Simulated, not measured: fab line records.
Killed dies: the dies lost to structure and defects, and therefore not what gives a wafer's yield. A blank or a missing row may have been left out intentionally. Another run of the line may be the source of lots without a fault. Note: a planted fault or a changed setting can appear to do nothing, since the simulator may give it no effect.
Matching of chambers + flow n5-finfet + N5_BEOL_M5_CURE_80 on uv-cure-03: 3 sister chambers
The step cures SiCOH lowk, time 120 s. 3 wafers are shown with their chamber, then 12 later ones without.

WAFERS WITH THEIR CHAMBER
| wafer  | chamber | wafer_temp_C_max |
|--------|---------|------------------|
| L079.6 | 1       | 371.4            |
| L085.6 | 0       | 371.7            |
| L088.5 | 2       | 372.0            |

WAFERS WITHOUT THEIR CHAMBER
| wafer  | wafer_temp_C_max |
|--------|------------------|
| L089.1 | 372.1            |
| L089.4 | 372.0            |
| L089.6 | 371.4            |
| L093.3 | 372.0            |
| L093.5 | 371.7            |
| L093.6 | 371.2            |
| L092.1 | 372.4            |
| L092.2 | 371.6            |
| L092.5 | 371.8            |
| L096.4 | 371.5            |
| L096.5 | 371.8            |
| L096.6 | 372.7            |

WHICH CHAMBER EACH WENT THROUGH
| wafer  | from the rows above          | in truth |
|--------|------------------------------|----------|
| L089.1 | can't be placed: 2 or 0      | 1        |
| L089.4 | can't be placed: 2 or 0      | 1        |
| L089.6 | can't be placed: 1 or 0      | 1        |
| L093.3 | can't be placed: 2 or 0      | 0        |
| L093.5 | can't be placed: 0 or 1 or 2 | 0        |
| L093.6 | can't be placed: 1 or 0      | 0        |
| L092.1 | can't be placed: 2 or 0      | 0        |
| L092.2 | can't be placed: 0 or 1 or 2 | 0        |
| L092.5 | can't be placed: 0 or 2 or 1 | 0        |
| L096.4 | can't be placed: 1 or 0 or 2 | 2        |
| L096.5 | can't be placed: 0 or 2 or 1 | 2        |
| L096.6 | can't be placed: 2 or 0      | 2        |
Placed correctly: 0 of 12. Can't be placed from these rows: 12 (the true chamber is among the candidates in 10). 0 placed wrongly.
How it was worked out, from the rows above alone: a wafer's distance from a chamber is the root of the sum, over the readings, of the square of ((its reading less the chamber's mean) divided by the reading's scatter). The wafer belongs to the nearest chamber; if the next one is less than 2 further off, it can't be placed. A chamber's mean is the mean of its shown wafers. The scatter: with one shown wafer a chamber, the root of the mean of the squares of how far each hidden wafer lies from its nearest shown one.
